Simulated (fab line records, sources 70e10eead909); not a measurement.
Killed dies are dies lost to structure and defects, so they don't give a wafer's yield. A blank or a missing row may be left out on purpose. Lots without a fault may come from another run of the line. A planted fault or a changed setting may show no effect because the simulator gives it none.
Which tool did it? | flow nand_harc | 24 lots, 72 wafers sampled, at 6 steps of a route of 1159

WHAT THE GAUGES READ, wafer by wafer
The record holds no reading of a measuring or inspecting step that can be judged against a usual standard deviation.

WHICH TOOL RAN EACH LOT (tool, then ch and the chambers of the sampled wafers, then the start)
lot  | NHARC_P_STI_DESCUM_14             | NHARC_P_GATE_DESCUM_31             | NHARC_P_CONTACT_DEGAS_38     | NHARC_P_CONTACT_CMP_24        | NHARC_P_M0_PVD_20                       | NHARC_P_M0_CMP_23
L074 | rie_diel-03 ch 1,2, day 2 12:55   | rie_diel-07 ch 0,1,2, day 4 20:54  | pvd_sputter-03, day 5 19:22  | cmp-02 ch 0,1,3, day 6 03:02  | pvd_sputter-01, day 6 06:52 or earlier  | cmp-02 ch 1,2, day 6 06:52
L075 | rie_diel-04 ch 0,1,3, day 2 21:31 | rie_diel-05 ch 1,2, day 5 03:37    | pvd_sputter-02, day 6 02:08  | cmp-04 ch 0,2,3, day 6 09:18  | pvd_sputter-01, day 6 12:45 or earlier  | cmp-03 ch 1,2, day 6 12:45
L076 | rie_diel-12 ch 0,2, day 2 21:40   | rie_diel-11 ch 0,2, day 5 03:56    | pvd_sputter-01, day 6 02:31  | cmp-02 ch 0,3, day 6 09:45    | pvd_sputter-01, day 6 12:19             | cmp-02 ch 2,3, day 6 13:17
L078 | rie_diel-12 ch 0,1,2, day 3 09:28 | rie_diel-07 ch 0,1,2, day 5 19:39  | pvd_sputter-03, day 6 17:37  | cmp-01 ch 0,2,3, day 6 20:45  | pvd_sputter-02, day 7 00:18 or earlier  | cmp-04 ch 1,2,3, day 7 00:18
L077 | rie_diel-03 ch 0,1,2, day 3 09:38 | rie_diel-05 ch 1,3, day 5 18:57    | pvd_sputter-01, day 6 16:49  | cmp-02 ch 1,3, day 6 20:13    | pvd_sputter-02, day 6 23:42 or earlier  | cmp-04 ch 1,2, day 6 23:42
L079 | rie_diel-03 ch 2,3, day 3 17:20   | rie_diel-05 ch 0,1,3, day 5 23:41  | pvd_sputter-03, day 6 23:44  | cmp-04 ch 0,3, day 7 02:12    | pvd_sputter-03, day 7 05:40 or earlier  | cmp-04 ch 0,1,3, day 7 05:40
L080 | rie_diel-04 ch 1,2,3, day 3 23:12 | rie_diel-07 ch 0,1,3, day 6 00:22  | pvd_sputter-01, day 6 23:26  | cmp-02 ch 0,1, day 7 01:38    | pvd_sputter-02, day 7 05:10 or earlier  | cmp-02 ch 2,3, day 7 05:10
L081 | rie_diel-04 ch 0,1,3, day 4 05:20 | rie_diel-11 ch 0,1,2, day 6 14:25  | pvd_sputter-01, day 7 12:25  | cmp-01 ch 0,1,2, day 7 18:30  | pvd_sputter-02, day 7 22:10 or earlier  | cmp-03 ch 0,1,2, day 7 22:10
L082 | rie_diel-03 ch 0,2, day 4 17:38   | rie_diel-07 ch 0,2,3, day 6 22:04  | pvd_sputter-02, day 7 19:54  | cmp-02 ch 0,1, day 7 21:07    | pvd_sputter-03, day 8 01:17 or earlier  | cmp-03 ch 0,2,3, day 8 01:17
L083 | rie_diel-04 ch 1,2,3, day 4 17:41 | rie_diel-05 ch 1,2, day 6 22:14    | pvd_sputter-03, day 7 20:39  | cmp-04 ch 2,3, day 7 22:13    | pvd_sputter-01, day 8 02:13 or earlier  | cmp-04 ch 0,1, day 8 02:13
L084 | rie_diel-04 ch 0,1,2, day 4 23:19 | rie_diel-07 ch 0,3, day 7 09:38    | pvd_sputter-01, day 8 08:05  | cmp-02 ch 0,3, day 8 11:34    | pvd_sputter-02, day 8 16:07 or earlier  | cmp-02 ch 0,3, day 8 16:07
L085 | rie_diel-12 ch 2,3, day 5 05:19   | rie_diel-11 ch 1,2, day 7 08:59    | pvd_sputter-03, day 8 09:50  | cmp-04 ch 1,2, day 8 12:52    | pvd_sputter-01, day 8 17:01 or earlier  | cmp-04 ch 0,2,3, day 8 17:01
L086 | rie_diel-03 ch 0,1,2, day 5 12:53 | rie_diel-11 ch 0,2,3, day 7 22:26  | pvd_sputter-02, day 9 00:06  | cmp-04 ch 0,1,2, day 9 04:47  | pvd_sputter-02, day 9 08:11 or earlier  | cmp-04 ch 0,1,2, day 9 08:11
L087 | rie_diel-03 ch 0,1,2, day 5 17:13 | rie_diel-07 ch 0,2, day 7 22:50    | pvd_sputter-02, day 8 20:48  | cmp-04 ch 1,2,3, day 8 22:18  | pvd_sputter-01, day 9 01:59 or earlier  | cmp-03 ch 0,3, day 9 01:59
L088 | rie_diel-12 ch 1,3, day 5 23:30   | rie_diel-05 ch 1,3, day 8 07:11    | pvd_sputter-01, day 9 07:25  | cmp-02 ch 0,1, day 9 12:42    | pvd_sputter-01, day 9 16:17 or earlier  | cmp-03 ch 0,2,3, day 9 16:17
L089 | rie_diel-12 ch 0,1,3, day 6 06:26 | rie_diel-05 ch 1,2,3, day 8 12:24  | pvd_sputter-03, day 9 10:43  | cmp-02 ch 0,3, day 9 15:18    | pvd_sputter-01, day 9 18:50 or earlier  | cmp-02 ch 0,2,3, day 9 18:50
L090 | rie_diel-03 ch 0,3, day 6 12:29   | rie_diel-11 ch 1,3, day 8 19:08    | pvd_sputter-03, day 9 18:38  | cmp-02 ch 0,1,3, day 10 00:29 | pvd_sputter-01, day 10 04:01 or earlier | cmp-02 ch 1,2, day 10 04:01
L091 | rie_diel-12 ch 1,2, day 6 17:40   | rie_diel-07 ch 1,2,3, day 8 19:22  | pvd_sputter-02, day 9 18:46  | cmp-04 ch 0,2, day 10 01:00   | pvd_sputter-01, day 10 04:42 or earlier | cmp-02 ch 0,1, day 10 04:42
L092 | rie_diel-03 ch 1,2, day 6 23:00   | rie_diel-11 ch 0,1, day 8 18:23    | pvd_sputter-02, day 9 17:43  | cmp-04 ch 1,3, day 10 00:29   | pvd_sputter-03, day 10 04:32 or earlier | cmp-04 ch 0,1,3, day 10 04:32
L093 | rie_diel-12 ch 0,1, day 7 07:03   | rie_diel-05 ch 1,2,3, day 9 10:05  | pvd_sputter-03, day 10 09:25 | cmp-01 ch 1,2, day 10 13:08   | pvd_sputter-03, day 10 16:40 or earlier | cmp-03 ch 1,2, day 10 16:40
L094 | rie_diel-12 ch 0,1,2, day 7 11:17 | rie_diel-11 ch 0,1,2, day 9 09:54  | pvd_sputter-01, day 10 08:09 | cmp-02 ch 0,1,2, day 10 11:50 | pvd_sputter-01, day 10 15:21 or earlier | cmp-04 ch 0,1,3, day 10 15:21
L095 | rie_diel-12 ch 0,1,3, day 7 17:23 | rie_diel-11 ch 0,1,3, day 9 21:13  | pvd_sputter-02, day 10 19:09 | cmp-02 ch 1,2,3, day 10 20:16 | pvd_sputter-03, day 10 23:53 or earlier | cmp-02 ch 0,2,3, day 10 23:53
L096 | rie_diel-12 ch 1,2,3, day 7 23:21 | rie_diel-07 ch 0,1,2, day 10 01:36 | pvd_sputter-02, day 11 02:18 | cmp-01 ch 2,3, day 11 06:07   | pvd_sputter-03, day 11 09:38 or earlier | cmp-03 ch 1,3, day 11 09:38
L097 | rie_diel-12 ch 2,3, day 8 05:16   | rie_diel-05 ch 1,2,3, day 10 18:27 | pvd_sputter-02, day 11 16:25 | cmp-01 ch 1,2,3, day 11 19:39 | pvd_sputter-03, day 11 23:46 or earlier | cmp-03 ch 0,1,3, day 11 23:46
- NHARC_P_STI_DESCUM_14: chemistry O2, time 3 s.
- NHARC_P_GATE_DESCUM_31: chemistry O2, time 3 s.
- NHARC_P_CONTACT_DEGAS_38: time 60 s.
- NHARC_P_CONTACT_CMP_24: polishes, t overpolish 30 s, target thk 200 nm.
- NHARC_P_M0_PVD_20: deposits TaN, target thk 5 nm, time 8.06 s.
- NHARC_P_M0_CMP_23: polishes, t overpolish 20 s, target thk 117.53 nm.

WHAT THE TOOLS THEMSELVES READ (means of the sampled wafers that have a number; where no wafer has one, the mark that the record gives instead)
NHARC_P_STI_DESCUM_14.
lot  | tool        | drypump_motor_current_A (A) | oes_product_au (a.u.) | rf_vpp_V (V) | showerhead_plenum_p_Torr (Torr) | throttle_valve_pct (%)
L074 | rie_diel-03 | 6.1                         | 0.999                 | 58.1         | 1.95                            | 11.308
L075 | rie_diel-04 | 5.8                         | 1.004                 | 57.9         | 1.93                            | 11.304
L076 | rie_diel-12 | 5.3                         | 1.007                 | 58.4         | 1.97                            | 11.322
L078 | rie_diel-12 | 5.7                         | 1.009                 | 58.0         | 1.93                            | 11.312
L077 | rie_diel-03 | 5.9                         | 1.004                 | 58.4         | 1.96                            | 11.308
L079 | rie_diel-03 | 5.9                         | 1.001                 | 58.1         | 2.00                            | 11.306
L080 | rie_diel-04 | 6.0                         | 0.998                 | 57.6         | 1.94                            | 11.308
L081 | rie_diel-04 | 5.8                         | 0.997                 | 57.9         | 1.93                            | 11.305
L082 | rie_diel-03 | 5.7                         | 0.999                 | 58.0         | 1.97                            | 11.309
L083 | rie_diel-04 | 6.0                         | 0.995                 | 57.6         | 1.94                            | 11.309
L084 | rie_diel-04 | 5.6                         | 1.003                 | 57.0         | 1.84                            | 11.300
L085 | rie_diel-12 | 5.7                         | 0.997                 | 58.2         | 1.91                            | 11.308
L086 | rie_diel-03 | 5.9                         | 1.003                 | 57.6         | 1.96                            | 11.315
L087 | rie_diel-03 | 5.9                         | 1.001                 | 58.7         | 1.96                            | 11.303
L088 | rie_diel-12 | 5.7                         | 0.998                 | 57.3         | 1.91                            | 11.315
L089 | rie_diel-12 | 5.5                         | 1.003                 | 58.7         | 1.94                            | 11.313
L090 | rie_diel-03 | 5.2                         | 1.009                 | 57.6         | 1.93                            | 11.302
L091 | rie_diel-12 | 6.1                         | 1.012                 | 57.1         | 1.89                            | 11.318
L092 | rie_diel-03 | 6.2                         | 0.991                 | 58.3         | 2.00                            | 11.314
L093 | rie_diel-12 | 5.6                         | 1.007                 | 58.0         | 1.92                            | 11.310
L094 | rie_diel-12 | 5.7                         | 0.995                 | 57.2         | 1.92                            | 11.313
L095 | rie_diel-12 | 5.5                         | 1.007                 | 57.2         | 1.93                            | 11.302
L096 | rie_diel-12 | 5.9                         | 0.993                 | 57.1         | 1.90                            | 11.321
L097 | rie_diel-12 | 5.7                         | 0.991                 | 57.6         | 1.91                            | 11.315

NHARC_P_GATE_DESCUM_31.
lot  | tool        | drypump_motor_current_A (A) | oes_product_au (a.u.) | rf_vpp_V (V) | showerhead_plenum_p_Torr (Torr) | throttle_valve_pct (%)
L074 | rie_diel-07 | 6.3                         | 0.991                 | 57.4         | 1.97                            | 11.311
L075 | rie_diel-05 | 5.6                         | 0.989                 | 57.8         | 1.98                            | 11.312
L076 | rie_diel-11 | 6.1                         | 0.999                 | 57.5         | 1.84                            | 11.315
L078 | rie_diel-07 | 6.3                         | 0.994                 | 58.8         | 1.97                            | 11.312
L077 | rie_diel-05 | 5.6                         | 0.993                 | 58.3         | 2.00                            | 11.309
L079 | rie_diel-05 | 5.6                         | 0.995                 | 58.0         | 1.95                            | 11.316
L080 | rie_diel-07 | 5.7                         | 0.998                 | 58.4         | 1.98                            | 11.311
L081 | rie_diel-11 | 5.9                         | 1.008                 | 57.8         | 1.83                            | 11.314
L082 | rie_diel-07 | 5.9                         | 0.992                 | 58.1         | 1.99                            | 11.310
L083 | rie_diel-05 | 5.6                         | 1.002                 | 58.2         | 1.97                            | 11.309
L084 | rie_diel-07 | 5.4                         | 0.983                 | 59.1         | 2.00                            | 11.314
L085 | rie_diel-11 | 5.7                         | 1.007                 | 57.7         | 1.82                            | 11.307
L086 | rie_diel-11 | 5.8                         | 0.997                 | 57.8         | 1.89                            | 11.307
L087 | rie_diel-07 | 6.5                         | 0.997                 | 58.3         | 1.98                            | 11.311
L088 | rie_diel-05 | 5.6                         | 0.998                 | 58.5         | 1.99                            | 11.317
L089 | rie_diel-05 | 5.6                         | 0.998                 | 58.1         | 1.98                            | 11.311
L090 | rie_diel-11 | 5.5                         | 0.996                 | 57.7         | 1.94                            | 11.307
L091 | rie_diel-07 | 5.9                         | 1.003                 | 58.0         | 2.01                            | 11.310
L092 | rie_diel-11 | 5.9                         | 1.005                 | 57.8         | 1.82                            | 11.310
L093 | rie_diel-05 | 5.6                         | 0.993                 | 59.3         | 1.97                            | 11.306
L094 | rie_diel-11 | 5.9                         | 1.001                 | 58.0         | 1.82                            | 11.311
L095 | rie_diel-11 | 5.7                         | 0.998                 | 57.8         | 1.88                            | 11.308
L096 | rie_diel-07 | 6.3                         | 1.013                 | 57.1         | 1.96                            | 11.319
L097 | rie_diel-05 | 5.6                         | 1.001                 | 59.1         | 1.97                            | 11.304

NHARC_P_CONTACT_DEGAS_38.
lot  | tool           | heater_power_w (W)
L074 | pvd_sputter-03 | 456
L075 | pvd_sputter-02 | 438
L076 | pvd_sputter-01 | 523
L078 | pvd_sputter-03 | 513
L077 | pvd_sputter-01 | 540
L079 | pvd_sputter-03 | 453
L080 | pvd_sputter-01 | 518
L081 | pvd_sputter-01 | 511
L082 | pvd_sputter-02 | 440
L083 | pvd_sputter-03 | 475
L084 | pvd_sputter-01 | 545
L085 | pvd_sputter-03 | 528
L086 | pvd_sputter-02 | 484
L087 | pvd_sputter-02 | 461
L088 | pvd_sputter-01 | 486
L089 | pvd_sputter-03 | 537
L090 | pvd_sputter-03 | 478
L091 | pvd_sputter-02 | 428
L092 | pvd_sputter-02 | 464
L093 | pvd_sputter-03 | 496
L094 | pvd_sputter-01 | 494
L095 | pvd_sputter-02 | 483
L096 | pvd_sputter-02 | 472
L097 | pvd_sputter-02 | 480

NHARC_P_CONTACT_CMP_24.
lot  | tool   | motor_current_A (A) | overpolish_run_s (s) | pad_life_wafers | time_to_endpoint_s (s)
L074 | cmp-02 | 12.5                | 30.007               | 260             | 39
L075 | cmp-04 | 11.5                | 29.991               | 87              | 39
L076 | cmp-02 | 11.5                | 30.012               | 294             | 37
L078 | cmp-01 | 12.8                | 29.997               | 253             | 40
L077 | cmp-02 | 12.2                | 30.004               | 344             | 42
L079 | cmp-04 | 11.3                | 29.996               | 194             | 38
L080 | cmp-02 | 12.1                | 30.001               | 384             | 42
L081 | cmp-01 | 12.6                | 30.002               | 415             | 43
L082 | cmp-02 | 13.0                | 29.995               | 20              | 40
L083 | cmp-04 | 12.0                | 30.001               | 318             | 36
L084 | cmp-02 | 11.4                | 30.000               | 114             | 38
L085 | cmp-04 | 13.1                | 29.999               | 402             | 38
L086 | cmp-04 | 12.3                | 30.001               | 487             | 41
L087 | cmp-04 | 12.4                | 29.996               | 445             | 35
L088 | cmp-02 | 12.7                | 30.010               | 318             | 42
L089 | cmp-02 | 11.2                | 30.001               | 338             | 38
L090 | cmp-02 | 12.2                | 30.001               | 397             | 40
L091 | cmp-04 | 12.1                | 30.000               | 31              | 42
L092 | cmp-04 | 12.0                | 29.998               | 26              | 38
L093 | cmp-01 | 13.2                | 30.001               | 276             | 39
L094 | cmp-02 | 11.6                | 29.995               | 464             | 42
L095 | cmp-02 | 12.5                | 30.005               | 524             | 41
L096 | cmp-01 | 13.3                | 30.004               | 396             | 44
L097 | cmp-01 | 13.2                | 29.999               | 494             | 38

NHARC_P_M0_PVD_20.
lot  | tool           | throttle_valve_pct (%)
L074 | pvd_sputter-01 | 30.8
L075 | pvd_sputter-01 | 31.7
L076 | pvd_sputter-01 | 31.0
L078 | pvd_sputter-02 | 31.4
L077 | pvd_sputter-02 | 32.1
L079 | pvd_sputter-03 | 30.3
L080 | pvd_sputter-02 | 31.4
L081 | pvd_sputter-02 | 31.5
L082 | pvd_sputter-03 | 30.3
L083 | pvd_sputter-01 | 29.3
L084 | pvd_sputter-02 | 32.0
L085 | pvd_sputter-01 | 31.1
L086 | pvd_sputter-02 | 31.1
L087 | pvd_sputter-01 | 31.2
L088 | pvd_sputter-01 | 30.3
L089 | pvd_sputter-01 | 29.4
L090 | pvd_sputter-01 | 31.3
L091 | pvd_sputter-01 | 30.3
L092 | pvd_sputter-03 | 30.1
L093 | pvd_sputter-03 | 29.6
L094 | pvd_sputter-01 | 31.3
L095 | pvd_sputter-03 | 30.3
L096 | pvd_sputter-03 | 30.1
L097 | pvd_sputter-03 | 29.7

NHARC_P_M0_CMP_23.
lot  | tool   | motor_current_A (A) | pad_life_wafers | time_to_endpoint_s (s)
L074 | cmp-02 | 12.8                | 272             | 29
L075 | cmp-03 | 11.1                | 349             | 31
L076 | cmp-02 | 12.1                | 306             | 28
L078 | cmp-04 | 12.4                | 182             | 28
L077 | cmp-04 | 12.4                | 174             | 28
L079 | cmp-04 | 12.1                | 205             | 31
L080 | cmp-02 | 11.5                | 410             | 27
L081 | cmp-03 | 11.0                | 44              | 30
L082 | cmp-03 | 12.1                | 68              | 26
L083 | cmp-04 | 12.7                | 342             | 29
L084 | cmp-02 | 11.3                | 163             | 28
L085 | cmp-04 | 11.9                | 422             | 28
L086 | cmp-04 | 12.7                | 512             | 27
L087 | cmp-03 | 12.0                | 264             | 30
L088 | cmp-03 | 12.0                | 368             | 29
L089 | cmp-02 | 11.4                | 356             | 26
L090 | cmp-02 | 12.8                | 420             | 30
L091 | cmp-02 | 11.7                | 428             | 28
L092 | cmp-04 | 12.3                | 50              | 28
L093 | cmp-03 | 11.1                | 542             | 27
L094 | cmp-04 | 12.2                | 127             | 29
L095 | cmp-02 | 11.7                | 549             | 27
L096 | cmp-03 | 11.0                | 668             | 26
L097 | cmp-03 | 11.1                | 33              | 26

THE ANSWER, worked out from the rows above alone
Rule: what is usual is taken from the lots themselves. Put in order of their means at a reading, lots are off if they are a third of the lots or fewer, leave a main group of 4 or more, and stand apart from it by a gap of 3 or more times the standard deviation of the main group's means; of several such gaps the widest counts. A main group whose means are all the same, to the digits that the tables above print for the reading, isn't used. A lot without any number at a reading at which 4 lots or more have one is off too. The other lots that the step has rows for count as sound. The gauges are gone through in route order, then the tools' own readings, and for those a lot's mean is taken as printed above. The first step at which some lot is off is used, and at that step the reading that is off furthest; a lot without a number counts as furthest.
No lot is off at any reading shown: from this, nothing can be told.

WHAT THE SIMULATOR HAD PUT IN
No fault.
